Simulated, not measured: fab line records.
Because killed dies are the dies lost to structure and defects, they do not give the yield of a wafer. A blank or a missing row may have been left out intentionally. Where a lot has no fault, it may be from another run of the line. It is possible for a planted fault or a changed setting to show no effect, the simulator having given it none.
A lot that was struck, set against a sound lot | flow n5 finfet | 15 out of 1938 route steps
Sound: wafers L941.1, L941.2, L941.3. Struck: wafers L955.1, L955.3, L955.6. At the end, the cause is stated.
Per side, at each step with rows, come the tool, then ch with its chambers, and then its first start. Under that, the readings that differ: sound wafers | struck wafers | difference of the means | sigmas: that difference in standard deviations of wafers without a fault.
alike: readings whose means differ by less than 2 such deviations, and words and numbers that are the same on both sides. not compared: withheld readings, readings that some wafer has no value for, bounds like >300 that may hide the same value, and numbers for which the record gives no deviation and whose values overlap.
Wherever a step has rows on one side only, a row that says differs or no value, or a row with sigmas, the two part there. Non-overlapping numbers with no deviation appear without sigmas and do not part them. Lack of a reading on every wafer of one side parts them only where that side has two or more wafers.

first, 6 steps without rows for these wafers: N5_BEOL_M15_EBR_06; N5_BEOL_M15_SOFTBAKE_05 (time 60 s); N5_BEOL_M15_EXPOSE_07 (exposes mask V14); N5_BEOL_M15_PEB_08 (peb time 90 s); N5_BEOL_M15_DEVELOP_09 (develop time 45 s); N5_BEOL_M15_HARDBAKE_14 (time 120 s).
N5_BEOL_M15_CD_MEAS_10 targets a cd of 360 nm.
  sound on cd sem-01 ch 0, day 11 15:06; struck on cd sem-01 ch 0, day 15 01:46
  alike: cd nm
N5_BEOL_M15_OVL_MEAS_11:
  sound on overlay-02 ch 0, day 11 15:08; struck on overlay-01 ch 0, day 15 01:47
  alike: V14_OVL
N5_BEOL_M15_INSPECT_12: inspects for defects (macro).
  sound: defect inspect-02 at day 11 15:09; struck: defect inspect-02 at day 15 01:49
  alike: raw defect count
N5_BEOL_M15_DESCUM_15: chemistry O2, time 7.9 s.
  sound on rie diel-04 ch 0,2,3, day 11 15:11; struck on rie diel-01 ch 0,1, day 15 01:51
  reading                | sound             | struck            | difference | sigmas
  throttle valve pct (%) | 19.96 20.18 20.18 | 20.44 20.44 20.47 | +0.34      | +2
  alike: chamber pressure mTorr, drypump motor current A, oes product au, rf vpp V, showerhead plenum p Torr
  not compared: rf hours counter h
N5_BEOL_M15_ETCH_59: etches BARC in N2/H2, target depth 89 nm, overetch 26.7 nm, time 67.9 s.
  sound on rie diel-04 ch 0,2,3, day 11 15:13; struck on rie diel-01 ch 0,1, day 15 01:53
  alike: chamber pressure mTorr, drypump motor current A, h2 flow sccm, oes product au, rf vpp V, showerhead plenum p Torr, throttle valve pct
  not compared: rf hours counter h
N5_BEOL_M15_VIA_ETCH_16: etches SiO2 in C4F8/O2/Ar, target depth 1792.2 nm.
  sound on rie diel-04 ch 0,2,3, day 11 15:16; struck on rie diel-01 ch 0,1, day 15 01:56
  alike: O2_flow_sccm, chamber pressure mTorr, drypump motor current A, he inner torr, oes_ar_750_au, oes product au, rf vpp V, showerhead plenum p Torr, throttle valve pct
N5_BEOL_M15_STRIP_63: strips in O2.
  sound on rie diel-04 ch 0,2,3, day 11 15:00; struck on rie diel-01 ch 0,1, day 15 02:00
  no value came back on the struck wafers for any of 8 readings (bias power w (W), chamber pressure mTorr (mTorr) and others); on the sound wafers bias power w (W) reads 0 0 0
  reading                                    | sound | struck            | difference | sigmas
  model.coat_of_BEOL_M15_COAT_04.thk nm (nm) | 0 0 0 | 336.4 337.6 328.2 | +334.1     |
N5_BEOL_M15_STRIP_64: strips in O2.
  sound on rie diel-04 ch 0,2,3; struck on rie diel-01 ch 0,1
  reading                | sound             | struck            | difference | sigmas
  throttle valve pct (%) | 16.22 16.39 16.41 | 16.68 16.75 16.77 | +0.39      | +2
  alike: chamber pressure mTorr, drypump motor current A, oes product au, rf vpp V, showerhead plenum p Torr
  not compared: rf hours counter h
then, 1 step without rows for these wafers: N5_PASSIVATION_PROBE_49.

WHERE THEY PART
Earliest at N5_BEOL_M15_DESCUM_15; latest, in this record, at N5_BEOL_M15_STRIP_64.

WHY: whatever the simulator had introduced
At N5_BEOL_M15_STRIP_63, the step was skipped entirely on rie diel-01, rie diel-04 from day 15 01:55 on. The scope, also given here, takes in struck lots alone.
